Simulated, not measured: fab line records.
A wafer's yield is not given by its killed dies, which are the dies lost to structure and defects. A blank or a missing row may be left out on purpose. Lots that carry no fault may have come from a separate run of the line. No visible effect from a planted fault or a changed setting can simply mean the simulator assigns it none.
Which tool is to blame? / flow nandHarc / Sampling: 12 lots, 36 wafers, 6 of 1302 route steps

WHAT THE GAUGES READ, wafer by wafer
NHARC_P_BONDPAD_OVL_MEAS_38. Usual: overlayXNm 2 nm, standard deviation 4.3; overlayYNm -2 nm, standard deviation 6.2.
lot=L654; measured=day 6 23:52; on=overlay-01; overlayXNm (nm)=-1 -1 -1; overlayYNm (nm)=3 3 3; flag=
lot=L655; measured=day 7 07:44; on=overlay-02; overlayXNm (nm)=6 6 6; overlayYNm (nm)=-6 -6 -6; flag=
lot=L656; measured=day 8 08:42; on=overlay-02; overlayXNm (nm)=4 4 4; overlayYNm (nm)=0 0 0; flag=
lot=L661; measured=day 10 02:39; on=overlay-02; overlayXNm (nm)=5 4 5; overlayYNm (nm)=-11 -11 -11; flag=
lot=L663; measured=day 10 18:29; on=overlay-02; overlayXNm (nm)=5 5 5; overlayYNm (nm)=2 2 2; flag=
lot=L667; measured=day 12 19:58; on=overlay-01; overlayXNm (nm)=7 6 7; overlayYNm (nm)=4 4 4; flag=
lot=L670; measured=day 13 23:17; on=overlay-01; overlayXNm (nm)=2 2 2; overlayYNm (nm)=-3 -3 -4; flag=
lot=L671; measured=day 14 03:04; on=overlay-02; overlayXNm (nm)=1 1 1; overlayYNm (nm)=2 2 1; flag=
lot=L672; measured=day 14 09:44; on=overlay-02; overlayXNm (nm)=1 1 1; overlayYNm (nm)=12 13 12; flag=
lot=L674; measured=day 15 07:10; on=overlay-02; overlayXNm (nm)=10 10 10; overlayYNm (nm)=-6 -6 -6; flag=
lot=L675; measured=day 15 19:13; on=overlay-01; overlayXNm (nm)=-1 -1 0; overlayYNm (nm)=-2 -2 -2; flag=
lot=L676; measured=day 16 00:52; on=overlay-02; overlayXNm (nm)=0 -1 0; overlayYNm (nm)=-15 -14 -14; flag=

NHARC_END_SORT_01. Usual: value, then standard deviation, for each; defectLimitedYield 91 % / 3.1; killedAtArray 59 / 21; killedAtOther 1.0 / 1.1; killedAtPeriphery 4.0 / 2.6; killedDies 64 / 21; killedOpen 3.2 / 1.7; killedShort 2.5 / 1.5.
lot=L661; measured=day 28 07:07; on=prober-02; defectLimitedYield (%)=76 80 77; killedAtArray=54 49 53; killedAtOther=2 4 2; killedAtPeriphery=105 80 104; killedDies=161 133 159; killedOpen=1 4 2; killedShort=2 3 2; flag=OFF
lot=L663; measured=day 28 19:11; on=prober-02; defectLimitedYield (%)=72 71 71; killedAtArray=86 95 88; killedAtOther=0 0 0; killedAtPeriphery=106 101 110; killedDies=192 196 198; killedOpen=3 0 0; killedShort=4 4 2; flag=OFF

WHICH TOOL RAN EACH LOT (tool, then ch and the chambers of the sampled wafers, then the start)
lot=L654; NHARC_P_BONDPAD_DEP_00=pecvd-03 ch 1, day 6 22:37; NHARC_P_BONDPAD_PVD_27=pvdSputter-01, day 7 02:01 or earlier; NHARC_P_BONDPAD_CMP_19=cmp-04 ch 2,3, day 7 02:01; NHARC_P_BONDPAD_ACTIVATE_29=rieDiel-04 ch 0,2,3, day 7 02:36
lot=L655; NHARC_P_BONDPAD_DEP_00=pecvd-01 ch 0,1, day 7 06:28; NHARC_P_BONDPAD_PVD_27=pvdSputter-03, day 7 10:01 or earlier; NHARC_P_BONDPAD_CMP_19=cmp-04 ch 0,1,3, day 7 10:01; NHARC_P_BONDPAD_ACTIVATE_29=rieDiel-04 ch 0,1, day 7 10:33
lot=L656; NHARC_P_BONDPAD_DEP_00=pecvd-01 ch 1,2, day 8 07:28; NHARC_P_BONDPAD_PVD_27=pvdSputter-01, day 8 10:55 or earlier; NHARC_P_BONDPAD_CMP_19=cmp-02 ch 0,1,2, day 8 10:55; NHARC_P_BONDPAD_ACTIVATE_29=rieDiel-06 ch 0,2,3, day 8 11:28
lot=L661; NHARC_P_BONDPAD_DEP_00=pecvd-01 ch 0,1, day 10 01:31; NHARC_P_BONDPAD_PVD_27=pvdSputter-01, day 10 04:52 or earlier; NHARC_P_BONDPAD_CMP_19=cmp-02 ch 0,3, day 10 04:52; NHARC_P_BONDPAD_ACTIVATE_29=rieDiel-05 ch 1,2, day 10 08:09
lot=L663; NHARC_P_BONDPAD_DEP_00=pecvd-01 ch 1,2, day 10 17:13; NHARC_P_BONDPAD_PVD_27=pvdSputter-03, day 10 20:40 or earlier; NHARC_P_BONDPAD_CMP_19=cmp-02 ch 1,2,3, day 10 20:40; NHARC_P_BONDPAD_ACTIVATE_29=rieDiel-04 ch 0,1,3, day 11 05:55
lot=L667; NHARC_P_BONDPAD_DEP_00=pecvd-03 ch 1,2, day 12 18:38; NHARC_P_BONDPAD_PVD_27=pvdSputter-01, day 12 22:06 or earlier; NHARC_P_BONDPAD_CMP_19=cmp-04 ch 0,1,3, day 12 22:06; NHARC_P_BONDPAD_ACTIVATE_29=rieDiel-04 ch 1,2,3, day 12 22:42
lot=L670; NHARC_P_BONDPAD_DEP_00=pecvd-03 ch 1,2, day 13 21:58; NHARC_P_BONDPAD_PVD_27=pvdSputter-03, day 14 01:32 or earlier; NHARC_P_BONDPAD_CMP_19=cmp-02 ch 0,2,3, day 14 01:32; NHARC_P_BONDPAD_ACTIVATE_29=rieDiel-05 ch 0,2, day 14 02:07
lot=L671; NHARC_P_BONDPAD_DEP_00=pecvd-04 ch 0,2, day 14 01:46; NHARC_P_BONDPAD_PVD_27=pvdSputter-02, day 14 05:19 or earlier; NHARC_P_BONDPAD_CMP_19=cmp-01 ch 0,2,3, day 14 05:19; NHARC_P_BONDPAD_ACTIVATE_29=rieDiel-04 ch 0,1,3, day 14 05:54
lot=L672; NHARC_P_BONDPAD_DEP_00=pecvd-03 ch 0,1,2, day 14 08:25; NHARC_P_BONDPAD_PVD_27=pvdSputter-01, day 14 11:52 or earlier; NHARC_P_BONDPAD_CMP_19=cmp-02 ch 1,2, day 14 11:52; NHARC_P_BONDPAD_ACTIVATE_29=rieDiel-06 ch 1,2, day 14 12:29
lot=L674; NHARC_P_BONDPAD_DEP_00=pecvd-04 ch 0,1,2, day 15 05:49; NHARC_P_BONDPAD_PVD_27=pvdSputter-02, day 15 09:20 or earlier; NHARC_P_BONDPAD_CMP_19=cmp-04 ch 0,2,3, day 15 09:20; NHARC_P_BONDPAD_ACTIVATE_29=rieDiel-05 ch 0,1,2, day 15 09:53
lot=L675; NHARC_P_BONDPAD_DEP_00=pecvd-03 ch 0,1,2, day 15 18:01; NHARC_P_BONDPAD_PVD_27=pvdSputter-02, day 15 21:24 or earlier; NHARC_P_BONDPAD_CMP_19=cmp-04 ch 1,2,3, day 15 21:24; NHARC_P_BONDPAD_ACTIVATE_29=rieDiel-06 ch 0,2,3, day 15 22:01
lot=L676; NHARC_P_BONDPAD_DEP_00=pecvd-01 ch 0,1, day 15 23:38; NHARC_P_BONDPAD_PVD_27=pvdSputter-01, day 16 03:10 or earlier; NHARC_P_BONDPAD_CMP_19=cmp-02 ch 1,2, day 16 03:10; NHARC_P_BONDPAD_ACTIVATE_29=rieDiel-05 ch 0,1, day 16 03:47
- NHARC_P_BONDPAD_DEP_00: deposits SiCN, target thk 250 nm.
- NHARC_P_BONDPAD_PVD_27: deposits Cu, target thk 30 nm, time 20.49 s.
- NHARC_P_BONDPAD_CMP_19: polishes, t overpolish 30 s, cu recess touch 16 s, target thk 160.81 nm.
- NHARC_P_BONDPAD_ACTIVATE_29: chemistry N2, time 60 s.

WHAT THE TOOLS THEMSELVES READ (means of the sampled wafers that have a number; where no wafer has one, the mark that the record gives instead)
NHARC_P_BONDPAD_DEP_00. Usual: heaterPowerW 565 W, standard deviation 79; rfFwdPowerW 449.0 W, standard deviation 1.4.
lot=L654; tool=pecvd-03; heaterPowerW (W)=491; rfFwdPowerW (W)=449.1; flag=
lot=L655; tool=pecvd-01; heaterPowerW (W)=601; rfFwdPowerW (W)=448.6; flag=
lot=L656; tool=pecvd-01; heaterPowerW (W)=565; rfFwdPowerW (W)=449.1; flag=
lot=L661; tool=pecvd-01; heaterPowerW (W)=583; rfFwdPowerW (W)=449.0; flag=
lot=L663; tool=pecvd-01; heaterPowerW (W)=557; rfFwdPowerW (W)=450.1; flag=
lot=L667; tool=pecvd-03; heaterPowerW (W)=611; rfFwdPowerW (W)=448.8; flag=
lot=L670; tool=pecvd-03; heaterPowerW (W)=552; rfFwdPowerW (W)=449.7; flag=
lot=L671; tool=pecvd-04; heaterPowerW (W)=450; rfFwdPowerW (W)=449.4; flag=
lot=L672; tool=pecvd-03; heaterPowerW (W)=542; rfFwdPowerW (W)=448.5; flag=
lot=L674; tool=pecvd-04; heaterPowerW (W)=508; rfFwdPowerW (W)=449.4; flag=
lot=L675; tool=pecvd-03; heaterPowerW (W)=568; rfFwdPowerW (W)=448.9; flag=
lot=L676; tool=pecvd-01; heaterPowerW (W)=592; rfFwdPowerW (W)=448.6; flag=

NHARC_P_BONDPAD_PVD_27. Usual: throttleValvePct 30.4 %, standard deviation 1.2.
lot=L654; tool=pvdSputter-01; throttleValvePct (%)=31.0; flag=
lot=L655; tool=pvdSputter-03; throttleValvePct (%)=31.3; flag=
lot=L656; tool=pvdSputter-01; throttleValvePct (%)=31.9; flag=
lot=L661; tool=pvdSputter-01; throttleValvePct (%)=31.3; flag=
lot=L663; tool=pvdSputter-03; throttleValvePct (%)=29.3; flag=
lot=L667; tool=pvdSputter-01; throttleValvePct (%)=31.0; flag=
lot=L670; tool=pvdSputter-03; throttleValvePct (%)=30.5; flag=
lot=L671; tool=pvdSputter-02; throttleValvePct (%)=29.9; flag=
lot=L672; tool=pvdSputter-01; throttleValvePct (%)=31.1; flag=
lot=L674; tool=pvdSputter-02; throttleValvePct (%)=29.9; flag=
lot=L675; tool=pvdSputter-02; throttleValvePct (%)=30.2; flag=
lot=L676; tool=pvdSputter-01; throttleValvePct (%)=30.7; flag=

NHARC_P_BONDPAD_CMP_19. Usual: motorCurrentA 11.8 A, standard deviation 1.2; overpolishRunS 30.000 s, standard deviation 0.0098.
lot=L654; tool=cmp-04; motorCurrentA (A)=11.5; overpolishRunS (s)=30.000; flag=
lot=L655; tool=cmp-04; motorCurrentA (A)=11.9; overpolishRunS (s)=29.988; flag=
lot=L656; tool=cmp-02; motorCurrentA (A)=11.9; overpolishRunS (s)=30.004; flag=
lot=L661; tool=cmp-02; motorCurrentA (A)=9.8; overpolishRunS (s)=30.007; flag=
lot=L663; tool=cmp-02; motorCurrentA (A)=12.1; overpolishRunS (s)=30.005; flag=
lot=L667; tool=cmp-04; motorCurrentA (A)=11.6; overpolishRunS (s)=29.991; flag=
lot=L670; tool=cmp-02; motorCurrentA (A)=10.8; overpolishRunS (s)=29.996; flag=
lot=L671; tool=cmp-01; motorCurrentA (A)=11.9; overpolishRunS (s)=30.004; flag=
lot=L672; tool=cmp-02; motorCurrentA (A)=12.7; overpolishRunS (s)=29.996; flag=
lot=L674; tool=cmp-04; motorCurrentA (A)=11.9; overpolishRunS (s)=29.998; flag=
lot=L675; tool=cmp-04; motorCurrentA (A)=11.8; overpolishRunS (s)=30.001; flag=
lot=L676; tool=cmp-02; motorCurrentA (A)=12.3; overpolishRunS (s)=29.999; flag=

NHARC_P_BONDPAD_ACTIVATE_29. Usual: drypumpMotorCurrentA 5.6 A, standard deviation 0.36; oesProductAu 1.006 a.u., standard deviation 0.013; rfVppV 64.0 V, standard deviation 0.91; showerheadPlenumPTorr 1.74 Torr, standard deviation 0.065.
lot=L654; tool=rieDiel-04; drypumpMotorCurrentA (A)=5.3; oesProductAu (a.u.)=1.010; rfVppV (V)=64.3; showerheadPlenumPTorr (Torr)=1.77; flag=
lot=L655; tool=rieDiel-04; drypumpMotorCurrentA (A)=5.9; oesProductAu (a.u.)=1.018; rfVppV (V)=63.6; showerheadPlenumPTorr (Torr)=1.74; flag=
lot=L656; tool=rieDiel-06; drypumpMotorCurrentA (A)=5.8; oesProductAu (a.u.)=1.000; rfVppV (V)=64.1; showerheadPlenumPTorr (Torr)=1.72; flag=
lot=L661; tool=rieDiel-05; drypumpMotorCurrentA (A)=5.7; oesProductAu (a.u.)=1.022; rfVppV (V)=63.9; showerheadPlenumPTorr (Torr)=1.68; flag=
lot=L663; tool=rieDiel-04; drypumpMotorCurrentA (A)=5.6; oesProductAu (a.u.)=1.020; rfVppV (V)=64.1; showerheadPlenumPTorr (Torr)=1.74; flag=
lot=L667; tool=rieDiel-04; drypumpMotorCurrentA (A)=5.2; oesProductAu (a.u.)=1.000; rfVppV (V)=64.7; showerheadPlenumPTorr (Torr)=1.77; flag=
lot=L670; tool=rieDiel-05; drypumpMotorCurrentA (A)=5.6; oesProductAu (a.u.)=1.003; rfVppV (V)=63.0; showerheadPlenumPTorr (Torr)=1.68; flag=
lot=L671; tool=rieDiel-04; drypumpMotorCurrentA (A)=5.5; oesProductAu (a.u.)=1.008; rfVppV (V)=63.4; showerheadPlenumPTorr (Torr)=1.74; flag=
lot=L672; tool=rieDiel-06; drypumpMotorCurrentA (A)=5.8; oesProductAu (a.u.)=0.990; rfVppV (V)=63.2; showerheadPlenumPTorr (Torr)=1.74; flag=
lot=L674; tool=rieDiel-05; drypumpMotorCurrentA (A)=5.6; oesProductAu (a.u.)=1.002; rfVppV (V)=63.7; showerheadPlenumPTorr (Torr)=1.70; flag=
lot=L675; tool=rieDiel-06; drypumpMotorCurrentA (A)=5.8; oesProductAu (a.u.)=0.993; rfVppV (V)=64.5; showerheadPlenumPTorr (Torr)=1.72; flag=
lot=L676; tool=rieDiel-05; drypumpMotorCurrentA (A)=5.5; oesProductAu (a.u.)=1.011; rfVppV (V)=63.7; showerheadPlenumPTorr (Torr)=1.73; flag=

THE ANSWER, worked out from the rows above alone
Rule: take the mean of a lot's wafers that have a number; if it is more than 3 standard deviations from the usual mean, the lot is off. Also off: a lot with no number at a reading for which 4 or more lots have one. Any other lot the step has rows for is counted as sound. Order of review: gauges by route order, followed by the tools' own readings, for which a lot's mean as printed above is used. The first step at which some lot is off is used, and at that step the reading that is off furthest; a lot without a number counts as furthest.
Off, at NHARC_END_SORT_01 on killedAtPeriphery: L661, L663. Neither off nor sound, because the step has no rows for them: L654, L655, L656, L667, L670, L671, L672, L674, L675, L676.
A tool fits if, at a process step before that reading, it ran every lot that is off, and no sound lot after the first of them. Those tools and the gauges at NHARC_END_SORT_01 are tried in the same way. Because NHARC_P_BONDPAD_PVD_27 lacks a start for some lots, the hours and order of its lots are taken from NHARC_P_BONDPAD_CMP_19. Can't be told from this: 3 tools fit, pecvd-01 at NHARC_P_BONDPAD_DEP_00, cmp-02 at NHARC_P_BONDPAD_CMP_19, prober-02 at NHARC_END_SORT_01.

WHAT WAS PUT IN BY THE SIMULATOR
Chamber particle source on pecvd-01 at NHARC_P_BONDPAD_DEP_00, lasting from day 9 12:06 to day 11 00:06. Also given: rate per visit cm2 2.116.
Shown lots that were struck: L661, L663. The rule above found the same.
